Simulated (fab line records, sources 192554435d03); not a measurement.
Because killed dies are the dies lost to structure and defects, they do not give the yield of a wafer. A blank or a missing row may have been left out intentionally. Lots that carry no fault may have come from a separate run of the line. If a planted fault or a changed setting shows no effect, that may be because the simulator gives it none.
A single fault, viewed from 3 desks / flow n5 finfet / each desk has only its own numbers; what lay behind them comes last

## THE DEFECT DESK
Per lot, the means of the sampled wafers with a number show what the inspections along the route counted. The brackets show how far a lot's mean lies from the usual mean; more than 4 standard deviations puts the lot out of limits, marked OUT.
Columns: A = raw defect count at N5_BEOL_M1_INSPECT_30, usual 417
lot=L508; first seen here=day 6 22:23; A=318
lot=L511; first seen here=day 7 15:40; A=357
lot=L513; first seen here=day 8 03:11; A=493
lot=L515; first seen here=day 8 12:17; A=511
lot=L517; first seen here=day 9 04:05; A=330
lot=L522; first seen here=day 10 08:18; A=472
lot=L528; first seen here=day 11 12:38; A=301
This desk's finding: nothing out of limits on any of the 7 lots.

## THE TOOL OWNER'S DESK: rie diel-04
The tool's own readings at N5_BEOL_M1_ETCHBACK_99 (etches SiO2 in CHF3, target depth 5 nm, time 10.4 s): means of the sampled wafers that have a number, for each lot that ran on this tool. The brackets show how far a lot's mean lies from the usual mean; more than 4 standard deviations puts the lot out of limits, marked OUT.
Columns: A = drypump motor current A at N5_BEOL_M1_ETCHBACK_99, usual 5.6 A; B = oes product au at N5_BEOL_M1_ETCHBACK_99, usual 0.82 a.u.; C = rf vpp V at N5_BEOL_M1_ETCHBACK_99, usual 243 V; D = showerhead plenum p Torr at N5_BEOL_M1_ETCHBACK_99, usual 2.17 Torr; E = throttle valve pct at N5_BEOL_M1_ETCHBACK_99, usual 17.16 %
lot=L508; first seen here=day 6 23:36; A=5.4; B=0.75; C=243; D=2.15; E=17.28
lot=L513; first seen here=day 8 07:24; A=5.7; B=1.04; C=238; D=2.11; E=17.33
lot=L515; first seen here=day 8 16:22; A=5.7; B=0.97; C=243; D=2.22; E=17.17
lot=L517; first seen here=day 9 11:55; A=6.2; B=0.99; C=244; D=2.18; E=17.34
This desk's finding: nothing out of limits on any of the 4 lots.

## AT THE METROLOGY DESK
Lot by lot, what the gauges showed, no matter which tool ran the lot: averages of those sampled wafers that carry a number. The brackets show how far a lot's mean lies from the usual mean; more than 4 standard deviations puts the lot out of limits, marked OUT. Readings shown: 7 of its 12, picked as those furthest out on some lot.
Columns: A = V0_OVL at N5_BEOL_M1_OVL_MEAS_29, usual -0.1 nm; B = DIBL_N at N5_BEOL_M4_RC_MEAS_101, usual 36.4 mV/V; C = DIBL_P at N5_BEOL_M4_RC_MEAS_101, usual 36.2 mV/V; D = IOFF_P at N5_BEOL_M4_RC_MEAS_101, usual 0.21 nA/um; E = ION_P at N5_BEOL_M4_RC_MEAS_101, usual 459 uA/um; F = VT_N at N5_BEOL_M4_RC_MEAS_101, usual 250 mV; G = VT_P at N5_BEOL_M4_RC_MEAS_101, usual -250 mV
lot=L508; first seen here=day 6 22:17; A=-0.1; B=35.2; C=33.5; D=0.21; E=459; F=251; G=-247
lot=L511; first seen here=day 7 15:34; A=-0.1; B=36.4; C=37.8; D=0.21; E=460; F=249; G=-251
lot=L513; first seen here=day 8 03:07; A=-0.6; B=36.8; C=35.2; D=0.16; E=441; F=253; G=-256
lot=L515; first seen here=day 8 12:11; A=0.7; B=37.4; C=35.6; D=0.22; E=467; F=249; G=-248
lot=L517; first seen here=day 9 04:01; A=-0.5; B=36.8; C=37.0; D=0.20; E=452; F=253; G=-252
lot=L522; first seen here=day 10 08:13; A=-0.6; B=35.5; C=35.8; D=0.20; E=463; F=249; G=-250
lot=L528; first seen here=day 11 12:32; A=-0.8; B=34.6; C=35.7; D=0.20; E=458; F=254; G=-250
This desk's finding: nothing out of limits on any of the 7 lots.

## PUT TOGETHER
Nothing the defect desk looked at was out of limits.
The tool owner's desk saw nothing out of limits.
Nothing out of limits was seen by the metrology desk.

## WHAT THE SIMULATOR HAD INSERTED
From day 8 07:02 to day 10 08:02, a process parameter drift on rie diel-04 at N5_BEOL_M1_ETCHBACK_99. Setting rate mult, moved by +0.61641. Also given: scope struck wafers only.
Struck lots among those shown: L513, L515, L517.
